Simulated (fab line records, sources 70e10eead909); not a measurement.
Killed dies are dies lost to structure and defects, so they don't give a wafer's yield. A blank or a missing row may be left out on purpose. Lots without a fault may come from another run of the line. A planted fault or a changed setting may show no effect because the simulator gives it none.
A struck lot beside a sound one | flow nand_harc | 22 steps out of a route of 1159
Sound: wafers L183.3, L183.4, L183.6. Struck: wafers L192.2, L192.5, L192.6. The cause comes at the end.
At each step with rows: each side's tool, then ch and its chambers, then its first start. Under that, the readings that differ: sound wafers | struck wafers | difference of the means | sigmas: that difference in standard deviations of wafers without a fault.
alike: readings whose means differ by less than 2 such deviations, and words and numbers that are the same on both sides. not compared: withheld readings, readings that some wafer has no value for, bounds like >300 that may hide the same value, and numbers for which the record gives no deviation and whose values overlap.
The two part at a step that has a row with sigmas, a row that says differs or no value, or rows on one side only. Numbers that don't overlap but have no deviation are shown without sigmas and don't part them. A reading that every wafer of one side lacks parts them only if that side has two wafers or more.

NHARC_A_BLC_CVD_24: deposits W, target thk 150 nm, time 434 s.
  sound on cvd_w-02 ch 0,1; struck on cvd_w-01 ch 0,1
  alike: heater_power_w, throttle_valve_pct
NHARC_A_BLC_CMP_25: polishes, t overpolish 30 s, target thk 150 nm.
  sound on cmp-04 ch 1,2, day 17 20:35; struck on cmp-04 ch 0,2,3, day 20 05:44
  reading                | sound          | struck         | difference | sigmas
  time_to_endpoint_s (s) | 28.5 29.1 28.5 | 33.6 33.0 37.0 | +5.8       | +3
  alike: edge_zone_pressure_frac, motor_current_A, overpolish_run_s
then, 1 step without rows for these wafers: NHARC_A_BLC_SRD_27.
NHARC_A_BLC_INSPECT_28:
  sound on defect_inspect-01, day 17 20:59; struck on defect_inspect-02, day 20 06:04
  alike: raw_defect_count
then, 7 steps without rows for these wafers: NHARC_A_M0_DEP_00 (deposits SiOC, target thk 150 nm); NHARC_A_M0_DEHYDRATE_01 (time 120 s); NHARC_A_M0_HMDS_02 (time 30 s); NHARC_A_M0_COAT_33 (time 65 s); NHARC_A_M0_COAT_03 (resist thk 90 nm); NHARC_A_M0_SOFTBAKE_04 (time 55 s); NHARC_A_M0_EBR_05.
NHARC_A_M0_EXPOSE_06: exposes mask A M0, target cd 80 nm.
  sound on arfi_scanner-02 ch 0, day 17 21:39; struck on arfi_scanner-02 ch 0, day 20 06:50
  reading              | sound             | struck            | difference | sigmas
  exposure_dose_mJ_cm2 | 83.21 83.24 83.15 | 78.50 78.56 78.55 | -4.66      | -54
  alike: mask, reticle_temp_C
then, 2 steps without rows for these wafers: NHARC_A_M0_PEB_07 (peb time 65 s); NHARC_A_M0_DEVELOP_08 (develop time 35 s).
NHARC_A_M0_CD_MEAS_09: target cd 80 nm.
  sound on cd_sem-03 ch 0, day 17 21:47; struck on cd_sem-03 ch 0, day 20 06:58
  reading    | sound          | struck         | difference | sigmas
  cd_nm (nm) | 79.0 79.6 80.2 | 76.1 76.5 76.7 | -3.2       | -6
NHARC_A_M0_OVL_MEAS_10: pitch 160 nm.
  sound on overlay-02, day 17 21:52; struck on overlay-02, day 20 07:03
  alike: overlay_x_nm, overlay_y_nm
NHARC_A_M0_INSPECT_11:
  sound on defect_inspect-01, day 17 21:55; struck on defect_inspect-01, day 20 07:05
  alike: raw_defect_count
NHARC_A_M0_DESCUM_14: chemistry O2, time 3 s.
  sound on rie_diel-02 ch 0,1,3, day 17 21:58; struck on rie_diel-02 ch 0,1, day 20 07:09
  reading               | sound             | struck           | difference | sigmas
  model.A_M0.cd_nm (nm) | 79.41 79.51 79.68 | 76.3 76.85 76.78 | -2.9       |
  alike: drypump_motor_current_A, oes_product_au, rf_vpp_V, showerhead_plenum_p_Torr, throttle_valve_pct
  not compared: rf_hours_counter_h
NHARC_A_M0_ETCH_34: etches the open film in N2/H2, target depth 40 nm, overetch 12 nm, time 43.94 s.
  sound on rie_diel-02 ch 0,2,3, day 17 22:04; struck on rie_diel-02 ch 0,1,2, day 20 07:15
  alike: drypump_motor_current_A, oes_product_au, rf_vpp_V, showerhead_plenum_p_Torr, throttle_valve_pct
  not compared: rf_hours_counter_h
NHARC_A_M0_ETCH_15: etches the open film in C4F8/Ar, target depth 150 nm, overetch 15 nm, time 82.5 s.
  sound on rie_diel-02 ch 1,2,3; struck on rie_diel-02 ch 0,1
  reading               | sound             | struck            | difference | sigmas
  model.A_M0.cd_nm (nm) | 79.47 79.63 79.55 | 76.66 76.58 76.96 | -2.82      |
  alike: oes_product_au, rf_vpp_V
  not compared: rf_hours_counter_h
NHARC_A_M0_CD_MEAS_16:
  sound on cd_sem-02, day 17 22:17; struck on cd_sem-02, day 20 07:27
  reading    | sound          | struck         | difference | sigmas
  cd_nm (nm) | 79.9 79.4 79.8 | 76.4 76.7 76.9 | -3.0       | -5
NHARC_END_SORT_01:
  the record has rows for the struck wafers here (prober-01 ch 0, day 22 05:29) and none for the sound ones

WHERE THEY PART
First at NHARC_A_BLC_CMP_25; last, within this record, at NHARC_END_SORT_01.

WHY: what the simulator had put in
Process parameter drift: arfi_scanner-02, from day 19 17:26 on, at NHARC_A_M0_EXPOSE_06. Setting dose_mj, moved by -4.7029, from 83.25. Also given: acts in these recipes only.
